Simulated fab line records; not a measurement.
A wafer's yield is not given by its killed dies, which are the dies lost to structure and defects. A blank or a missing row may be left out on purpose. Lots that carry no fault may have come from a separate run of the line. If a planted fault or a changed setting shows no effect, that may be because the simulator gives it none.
A struck lot beside a sound one | flow n5_finfet | 13 out of 1938 route steps
Sound: these wafers, L147.1, L147.2, L147.4. Struck: wafer L132.1 (left out: L132.2, a lot-mate that was not struck); the cause follows at the end.
Per side, at each step with rows, come the tool, then ch with its chambers, and then its first start. Under that, the readings that differ: sound wafers | struck wafers | difference of the means | sigmas: that difference in standard deviations of wafers without a fault.
alike: same words and numbers on both sides, and readings whose means sit less than 2 such deviations apart. not compared: any withheld reading, any reading some wafer has no value for, any bound like >300 that may hide the same value, and any number with overlapping values for which the record gives no deviation.
The two part at a step that has a row with sigmas, a row that says differs or no value, or rows on one side only. When numbers do not overlap yet have no deviation, they are printed without sigmas and do not part them. A reading that every wafer of one side lacks parts them only if that side has two wafers or more.

first, 9 steps without rows for these wafers: N5_MOL_CONTACT_COAG_DEVELOP_07 (develop time 30 s); N5_MOL_CONTACT_COAG_DESCUM_13 (chemistry O2, time 7 s); N5_MOL_CONTACT_COAG_ETCH_59 (etches underlayer in N2/H2, target depth 13 nm, time 10.4 s); N5_MOL_CONTACT_COAG_ETCH_105 (etches SiARC in CF4, target depth 15.6 nm, time 26 s); N5_MOL_CONTACT_COAG_ETCH_106 (etches SOC in N2/H2, target depth 80 nm, overetch 16 nm, time 120 s); N5_MOL_CONTACT_COAG_STRIP_107 (strips in N2/H2); N5_MOL_CONTACT_COAG_STRIP_108 (strips in N2/H2); N5_MOL_CONTACT_COAG_CONTACT_ETCH_14 (etches SiO2 in C4F6/O2, target depth 27.5 nm, overetch 8.5 nm, time 20 s); N5_MOL_CONTACT_COAG_STRIP_109 (strips in C4F6/O2).
N5_MOL_CONTACT_COAG_ETCH_15: etches SiNx in CH3F/O2, stops on Si:P, target depth 7 nm.
  sound on rie_diel-04 ch 0,1,2, day 10 12:11; struck on rie_diel-04 ch 1, day 6 15:25
  reading                                            | sound          | struck | difference | sigmas
  oes_product_au (a.u.)                              | 0.62 0.52 0.51 | 0.46   | -0.09      | -2
  over_etch_frac                                     | 0.75 0.75 0.75 | 1.4832 | +0.7332    |
  model.SOC_of_MOL_CONTACT_COAG_COAT_103.thk_nm (nm) | 74.8 75 75.2   | 73.8   | -1.2       |
  alike: CH3F_flow_sccm, drypump_motor_current_A, oes_ar_750_au, oes_f_703_au, oes_o_777_au, rf_vpp_V, showerhead_plenum_p_Torr, throttle_valve_pct
  not compared: rf_hours_counter_h
N5_MOL_CONTACT_COAG_ETCH_110: etches Si in CF4/O2, target depth 2.5 nm, time 8 s.
  sound on rie_diel-04 ch 0,1,2, day 10 12:15; struck on rie_diel-04 ch 1, day 6 15:28
  reading                                            | sound          | struck | difference | sigmas
  model.SOC_of_MOL_CONTACT_COAG_COAT_103.thk_nm (nm) | 73.2 73.6 73.8 | 72.4   | -1.1       |
  alike: drypump_motor_current_A, oes_ar_750_au, oes_f_703_au, oes_o_777_au, oes_product_au, rf_vpp_V, showerhead_plenum_p_Torr, throttle_valve_pct
  not compared: rf_hours_counter_h
then, 1 step without rows for these wafers: N5_MOL_CONTACT_COAG_STRIP_98 (strips in N2/H2).
-- a jump in the record: the struck wafers' starts before and after are 3 days apart (it breaks off in module MOL_CONTACT_COAG and resumes in module BEOL_M4, where the first step shown is number 1111 of the route) --
N5_BEOL_M4_RC_MEAS_101:
  sound on prober-01 ch 0, day 13 21:28; struck on prober-02 ch 0, day 9 22:53
  alike: DIBL_N, DIBL_P, IOFF_N, IOFF_P, ION_N, ION_P, SS_N, SS_P, VT_N, VT_P

== WHERE THEY PART ==
Only at N5_MOL_CONTACT_COAG_ETCH_15, as far as this record shows. Later steps at which nothing parts them and some readings are alike: N5_MOL_CONTACT_COAG_ETCH_110, N5_BEOL_M4_RC_MEAS_101.

WHY: what had been put in by the simulator
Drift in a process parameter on rie_diel-04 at N5_MOL_CONTACT_COAG_ETCH_15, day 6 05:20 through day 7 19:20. The setting over_etch_frac was moved by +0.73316, starting from 0.75. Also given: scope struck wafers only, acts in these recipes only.
